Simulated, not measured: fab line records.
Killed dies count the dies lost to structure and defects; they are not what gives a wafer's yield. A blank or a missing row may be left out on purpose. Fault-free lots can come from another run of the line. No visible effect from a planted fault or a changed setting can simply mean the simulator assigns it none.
Matching of chambers :: flow nandHarc :: 4 sister chambers for NHARC_A_CONTACT_CMP_20 on cmp-01
The step polishes, t overpolish 30 s, target thk 300 nm. 4 wafers are shown with their chamber, then 9 later ones without.

WAFERS WITH THEIR CHAMBER
wafer: L087.4
chamber: 3
motorCurrentA (A): 11.1

wafer: L087.5
chamber: 1
motorCurrentA (A): 14.2

wafer: L096.2
chamber: 2
motorCurrentA (A): 12.4

wafer: L096.5
chamber: 0
motorCurrentA (A): 11.7

WAFERS MISSING THEIR CHAMBER
wafer: L094.1
motorCurrentA (A): 12.4

wafer: L094.2
motorCurrentA (A): 11.4

wafer: L094.3
motorCurrentA (A): 15.0

wafer: L095.2
motorCurrentA (A): 11.3

wafer: L095.4
motorCurrentA (A): 10.7

wafer: L095.5
motorCurrentA (A): 14.5

wafer: L097.1
motorCurrentA (A): 11.2

wafer: L097.5
motorCurrentA (A): 11.2

wafer: L097.6
motorCurrentA (A): 12.0

CHAMBER TAKEN BY EACH
wafer: L094.1
from the rows above: can't be placed: 2 or 0
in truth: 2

wafer: L094.2
from the rows above: can't be placed: 0 or 3 or 2
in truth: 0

wafer: L094.3
from the rows above: 1
in truth: 1

wafer: L095.2
from the rows above: can't be placed: 3 or 0
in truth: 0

wafer: L095.4
from the rows above: can't be placed: 3 or 0
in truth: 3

wafer: L095.5
from the rows above: 1
in truth: 1

wafer: L097.1
from the rows above: can't be placed: 3 or 0
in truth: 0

wafer: L097.5
from the rows above: can't be placed: 3 or 0
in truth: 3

wafer: L097.6
from the rows above: can't be placed: 0 or 2 or 3
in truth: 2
2 of 9 placed correctly. From these rows, 7 cannot be placed; in 7 the true chamber is one of the candidates. Placed wrongly: 0.
How it was worked out, from the rows above alone: a wafer's distance from a chamber is the root of the sum, over the readings, of the square of ((its reading less the chamber's mean) divided by the reading's scatter). If the next closest chamber is less than 2 further off than the closest, the wafer can't be placed; otherwise it belongs to the closest. The mean given for a chamber averages the wafers shown for that chamber. The scatter: root of mean squared gap, hidden wafer to nearest shown wafer, with one shown wafer a chamber.
